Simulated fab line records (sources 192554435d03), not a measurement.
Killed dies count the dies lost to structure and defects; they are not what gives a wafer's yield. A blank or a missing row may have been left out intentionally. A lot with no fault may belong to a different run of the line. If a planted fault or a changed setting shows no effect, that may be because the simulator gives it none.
Chamber matching || flow n5Finfet || N5_BEOL_M1_STRIP_66 on rieDiel-05 has 4 sister chambers
The step strips in CF4. 8 wafers are shown with their chamber, then 9 later ones without.

WAFERS, EACH WITH ITS CHAMBER
{"wafer": "L079.4", "chamber": 1, "drypumpMotorCurrentA (A)": 5.4, "showerheadPlenumPTorr (Torr)": 1.72}
{"wafer": "L081.4", "chamber": 3, "drypumpMotorCurrentA (A)": 5.1, "showerheadPlenumPTorr (Torr)": 1.70}
{"wafer": "L082.2", "chamber": 3, "drypumpMotorCurrentA (A)": 5.1, "showerheadPlenumPTorr (Torr)": 1.70}
{"wafer": "L082.4", "chamber": 2, "drypumpMotorCurrentA (A)": 5.0, "showerheadPlenumPTorr (Torr)": 1.76}
{"wafer": "L082.5", "chamber": 0, "drypumpMotorCurrentA (A)": 6.8, "showerheadPlenumPTorr (Torr)": 1.88}
{"wafer": "L083.1", "chamber": 2, "drypumpMotorCurrentA (A)": 5.1, "showerheadPlenumPTorr (Torr)": 1.75}
{"wafer": "L083.4", "chamber": 1, "drypumpMotorCurrentA (A)": 5.4, "showerheadPlenumPTorr (Torr)": 1.71}
{"wafer": "L083.5", "chamber": 0, "drypumpMotorCurrentA (A)": 6.8, "showerheadPlenumPTorr (Torr)": 1.88}

WAFERS MISSING THEIR CHAMBER
{"wafer": "L088.1", "drypumpMotorCurrentA (A)": 5.4, "showerheadPlenumPTorr (Torr)": 1.71}
{"wafer": "L088.2", "drypumpMotorCurrentA (A)": 6.8, "showerheadPlenumPTorr (Torr)": 1.88}
{"wafer": "L088.5", "drypumpMotorCurrentA (A)": 6.8, "showerheadPlenumPTorr (Torr)": 1.88}
{"wafer": "L089.1", "drypumpMotorCurrentA (A)": 5.4, "showerheadPlenumPTorr (Torr)": 1.71}
{"wafer": "L089.4", "drypumpMotorCurrentA (A)": 6.8, "showerheadPlenumPTorr (Torr)": 1.88}
{"wafer": "L089.5", "drypumpMotorCurrentA (A)": 6.8, "showerheadPlenumPTorr (Torr)": 1.88}
{"wafer": "L093.3", "drypumpMotorCurrentA (A)": 6.8, "showerheadPlenumPTorr (Torr)": 1.87}
{"wafer": "L093.5", "drypumpMotorCurrentA (A)": 5.1, "showerheadPlenumPTorr (Torr)": 1.91}
{"wafer": "L093.6", "drypumpMotorCurrentA (A)": 6.8, "showerheadPlenumPTorr (Torr)": 1.87}

CHAMBER TAKEN BY EACH
{"wafer": "L088.1", "from the rows above": 1, "in truth": 1}
{"wafer": "L088.2", "from the rows above": 0, "in truth": 0}
{"wafer": "L088.5", "from the rows above": 0, "in truth": 0}
{"wafer": "L089.1", "from the rows above": 1, "in truth": 1}
{"wafer": "L089.4", "from the rows above": 0, "in truth": 0}
{"wafer": "L089.5", "from the rows above": 0, "in truth": 0}
{"wafer": "L093.3", "from the rows above": 0, "in truth": 0}
{"wafer": "L093.5", "from the rows above": 2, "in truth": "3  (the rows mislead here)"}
{"wafer": "L093.6", "from the rows above": 0, "in truth": 0}
8 of 9 placed correctly. Not placeable from these rows: 0. Placed wrongly: 1.
How it was worked out, from the rows above alone: a wafer's distance from a chamber is the root of the sum, over the readings, of the square of ((its reading less the chamber's mean) divided by the reading's scatter). If the next closest chamber is less than 2 further off than the closest, the wafer can't be placed; otherwise it belongs to the closest. For every chamber, the mean is computed from those of its wafers that are shown. The scatter is the square root of a quotient: the sum, over the shown wafers, of each reading's squared deviation from its chamber's mean, divided by wafers minus chambers.
